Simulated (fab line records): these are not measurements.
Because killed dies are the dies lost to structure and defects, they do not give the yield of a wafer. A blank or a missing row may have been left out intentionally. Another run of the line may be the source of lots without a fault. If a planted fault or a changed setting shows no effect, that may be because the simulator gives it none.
fab line records    flow n5-finfet
record: lots: 6  wafers: 18  last-day: 18
route steps=1938 shown START@1 ZERO_LAYER@2
lots that met no fault: from a run of the same line without faults
start-h: hours from the record's first day to the start of the lot's first wafer shown    wait-h: how many hours have passed since the lot's step before this one    " the same as in the row above    L1.1+2: one row covering several wafers at once    - either no value or no given start    * or withheld: withheld    < > ~ a bound
route shown NAME@n: names a module that has steps shown in the file, with the first one's number in the route    usual: mean/standard deviation of fault-free wafers    same: alike in all rows    chamber/n: place in a boat    sites: the reading at each site    _std_site: the standard deviation of these    _edge_site: inner sites' mean taken away from outer sites' mean    radius-mm: how far each site lies from the wafer's centre    mask NAME#n: copy n    behind: the most recent tool/chamber to have shaped the wafer    hold: cause of the lot's hold/its duration in hours/its outcome    device: names the non-switching transistor (n, p or np)    end of line: the same wafers' tests at the end of the route    step lacking rows: just its recipe    killed: at the first sort, the dies lost to defects and structure; wafer yield is something else    map: a wafer's dies, marking killed ones x, the rest . and places with no die _
set.NAME: setting as actually run; set.NAME@STEP: the setting as run at that earlier step    model.NAME: the simulator's own value behind a step, which no gauge read
certain route steps with their lots: each step a table, each wafer a row
services: the hour from which a tool's chamber was out of use, counted from the record's first day as start-h (under 0 if before that day), plus the number of hours and why
== steps ==
step: N5_START_INSPECT_01
recipe: inspect-instrument: unpatterned-scan  mode: incoming
usual: raw-defect-count: 5.7/2.4
lot.wafer  tool               chamber  start-h  wait-h  raw-defect-count
L956.2     defect-inspect-01  -        24.03    -       6
L956.3     "                  -        "        "       6
L956.5     "                  -        "        "       7
L957.2     defect-inspect-02  -        30.03    -       6
L957.5     "                  -        "        "       3
L957.6     "                  -        "        "       3
L958.2     defect-inspect-02  -        36.03    -       4
L958.3     "                  -        "        "       6
L958.5     "                  -        "        "       11
L961.1     defect-inspect-01  -        54.03    -       6
L961.5     "                  -        "        "       5
L961.6     "                  -        "        "       9
L967.1     defect-inspect-01  -        90.03    -       9
L967.2     "                  -        "        "       7
L967.5     "                  -        "        "       4
L977.3     defect-inspect-01  -        150.03   -       4
L977.4     "                  -        "        "       3
L977.6     "                  -        "        "       6
step: N5_ZERO_LAYER_PRECLEAN_00
recipe: chemistry: SPM  time-s: 600  temp-c: 120  mix: 4:1
step: N5_ZERO_LAYER_SRD_01
recipe: time-s: 30  temp-c: 23  rinse-liquid: diw  dry: n2-spin  spin-rpm: 1500  dry-time-s: 30
step: N5_ZERO_LAYER_PECVD_02
recipe: material: SiO2  target-thk-a: 100  temp-c: 400  precursor: SiH4/N2O  pressure-torr: 0.75  rf-w: 275  time-s: 6
usual: heater-power-w: 804/65  rf-fwd-power-W: 272.8/1.2  showerhead-plenum-p-Torr: 8.03/0.16
lot.wafer  tool      chamber  start-h  wait-h  heater-power-w  rf-fwd-power-W  showerhead-plenum-p-Torr
L956.2     pecvd-02  1        24.29    0.0     942             274.5           8.18
L956.3     "         2        "        "       883             273.2           8.14
L956.5     "         1        "        "       970             273.3           8.18
L957.2     pecvd-02  1        30.28    0.0     920             273.9           8.19
L957.5     "         0        "        "       783             271.5           8.06
L957.6     "         1        "        "       910             274.7           8.18
L958.2     pecvd-04  2        36.30    0.0     770             273.4           7.97
L958.3     "         0        "        "       853             273.1           8.37
L958.5     "         1        "        "       800             269.8           7.93
L961.1     pecvd-01  2        54.29    0.0     774             272.8           8.00
L961.5     "         2        "        "       781             273.7           8.01
L961.6     "         0        "        "       752             273.7           7.75
L967.1     pecvd-02  2        90.28    0.0     846             273.0           8.13
L967.2     "         1        "        "       822             272.7           8.22
L967.5     "         2        "        "       883             273.1           8.15
L977.3     pecvd-01  2        150.47   0.0     792             273.5           8.03
L977.4     "         2        "        "       802             274.5           8.01
L977.6     "         0        "        "       803             270.6           7.74
step: N5_ZERO_LAYER_HMDS_04
recipe: time-s: 60  temp-c: 120
step: N5_ZERO_LAYER_COAT_05
recipe: spin-rpm: 1500  resist-thk-nm: 1000
step: N5_ZERO_LAYER_EBR_07
recipe: solvent: PGMEA  ebr-width-mm: 1.5
step: N5_ZERO_LAYER_SOFTBAKE_06
recipe: temp-c: 100  time-s: 90
step: N5_ZERO_LAYER_EXPOSE_08
recipe: mask-id: ZERO  na: 0.55  source-shape: conventional  sigma-outer: 0.8  polarization: unpolarized  defocus-nm: 0  target-cd-nm: 2000  dose-mj: 16.2
step: N5_ZERO_LAYER_PEB_09
recipe: peb-temp-c: withheld  peb-time-s: *
step: N5_ZERO_LAYER_DEVELOP_10
recipe: develop-time-s: 60  rinse-liquid: diw  dry: air-spin  dev-temp-c: 21
usual: chill-plate-temp-C: 22.97/0.12  develop-time-s: 60/0
lot.wafer  tool            chamber  start-h  wait-h  chill-plate-temp-C  develop-time-s  model.coat_of_ZERO_LAYER_COAT_05.thk-nm
L956.2     litho-track-03  -        24.53    -       -                   -               999.3
L956.3     "               -        "        "       -                   -               997.2
L956.5     "               -        "        "       -                   -               998.7
L957.2     litho-track-03  -        30.53    -       -                   -               1002
L957.5     "               -        "        "       -                   -               995.5
L957.6     "               -        "        "       -                   -               996.9
L958.2     litho-track-03  0        36.54    -       23.06               60              984.7
L958.3     "               0        "        "       23.06               60              987.5
L958.5     "               0        "        "       23.09               60              988.3
L961.1     litho-track-01  0        54.56    -       22.82               60              987.8
L961.5     "               0        "        "       22.62               60              986.1
L961.6     "               0        "        "       22.78               60              987.3
L967.1     litho-track-02  0        90.53    -       22.86               60              991.3
L967.2     "               0        "        "       22.70               60              989.8
L967.5     "               0        "        "       22.77               60              987.2
L977.3     litho-track-02  0        150.84   -       23.22               60              987
L977.4     "               0        "        "       23.04               60              991
L977.6     "               0        "        "       23.12               60              990.5
step: N5_ZERO_LAYER_HARDBAKE_23
recipe: temp-c: 130  time-s: 120
== services ==
tool            chamber  start-h  hours  kind
pecvd-01        0        39.68    5.3    repair
pecvd-04        1        45.14    2.1    scheduled-down
pecvd-01        1        51.17    49.5   repair
litho-track-03  -        60.45    -      consumable-replace:filter
pecvd-02        -        66.69    2.2    repair
pecvd-01        0        77.38    2.1    scheduled-down
pecvd-01        0        107.46   2.9    repair
pecvd-01        -        110.41   1.3    repair
pecvd-04        0        133.69   5.0    scheduled-down
== key ==
first-sign: step: N5_ZERO_LAYER_DEVELOP_10  reading: tool-record  direction: missing
effect none on later readings
model-effect: step: N5_ZERO_LAYER_DEVELOP_10  value: coat_of_ZERO_LAYER_COAT_05.thk-nm  without: 984.6  struck: 998.3
met-at N5_ZERO_LAYER_DEVELOP_10
struck-wafers L956.2,L956.3,L956.5,L957.2,L957.5,L957.6
later-rows-left-out L956.2,L956.3,L956.5,L957.2,L957.5,L957.6
sort-left-out L956.2,L956.3,L956.5,L957.2,L957.5,L957.6
fault: kind: skipped-step-whole  tool: litho-track-03  chamber: -  onset-h: 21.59  steps: N5_ZERO_LAYER_DEVELOP_10  scope: struck-lots-only
sort-left-out: the simulated sort isn't trusted on such a fault, so these wafers' sort isn't shown, and their yield isn't known
later-rows-left-out: the simulator's readings of these wafers behind a module that went badly wrong aren't trusted and aren't shown, but for the sort
